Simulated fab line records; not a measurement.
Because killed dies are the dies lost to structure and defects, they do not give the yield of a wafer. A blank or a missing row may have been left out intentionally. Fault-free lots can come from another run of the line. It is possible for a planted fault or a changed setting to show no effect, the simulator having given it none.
Chamber matching -- flow n5-finfet -- rie-diel-03 running N5_BEOL_M10_ETCH_65: 4 sister chambers
The step etches SiARC in CF4, target depth 39 nm, time 65 s. 20 wafers are shown with their chamber, then 10 later ones without.

== WAFERS, EACH WITH ITS CHAMBER ==
wafer,chamber,drypump-motor-current-A (A),showerhead-plenum-p-Torr (Torr),throttle-valve-pct (%)
L075.1,1,6.5,2.17,15.41
L075.2,0,6.0,2.08,15.67
L075.6,0,6.0,2.08,15.66
L077.4,3,5.6,2.19,15.72
L077.5,1,6.5,2.17,15.42
L077.6,2,6.7,2.17,15.79
L079.1,1,6.4,2.16,15.43
L079.4,0,6.0,2.08,15.73
L079.6,3,5.6,2.19,15.74
L083.2,3,5.6,2.19,15.74
L083.3,0,6.0,2.08,15.71
L083.6,0,6.0,2.08,15.74
L084.1,0,6.0,2.07,15.74
L084.3,1,6.5,2.16,15.44
L084.4,2,6.7,2.16,15.84
L086.2,2,6.7,2.16,15.81
L086.4,0,6.0,2.07,15.72
L086.5,1,6.5,2.16,15.44
L076.3,2,6.7,2.16,15.82
L076.4,0,6.0,2.07,15.73

SIGNATURES, as means of the wafers listed above
reading,chamber 0,chamber 1,chamber 2,chamber 3,scatter within a chamber
drypump-motor-current-A,6.000,6.480,6.700,5.600,0.0224
showerhead-plenum-p-Torr,2.0762,2.1640,2.1625,2.1900,0.00489
throttle-valve-pct,15.7125,15.4280,15.8150,15.7333,0.0237
Rule: a wafer lies at a distance from a chamber equal to the root of the sum of squares, over the readings, of (its reading less the chamber's mean, divided by the reading's scatter). The wafer belongs to the nearest chamber; if the next one is less than 2 further off, it can't be placed. The scatter: the root of (the sum of the squares of (reading less its chamber's mean) over the shown wafers, divided by (wafers less chambers)).

== WAFERS WHOSE CHAMBER IS MISSING ==
wafer,drypump-motor-current-A (A),showerhead-plenum-p-Torr (Torr),throttle-valve-pct (%)
L076.6,6.0,2.07,15.74
L091.2,6.0,2.07,15.75
L091.5,6.5,2.16,15.49
L091.6,6.0,2.07,15.75
L093.2,6.0,2.07,15.77
L093.4,6.5,2.16,15.48
L093.6,6.0,2.07,15.76
L096.2,6.7,2.16,15.86
L096.5,6.4,2.16,15.48
L096.6,6.7,2.16,15.86

== WHICH CHAMBER EACH ONE RAN IN ==
wafer,from the rows above,in truth
L076.6,0,0
L091.2,0,0
L091.5,1,1
L091.6,0,0
L093.2,0,0
L093.4,1,1
L093.6,0,0
L096.2,2,2
L096.5,1,1
L096.6,2,2
Correctly placed: 10 of 10. From these rows, 0 cannot be placed. Number placed wrongly: 0.
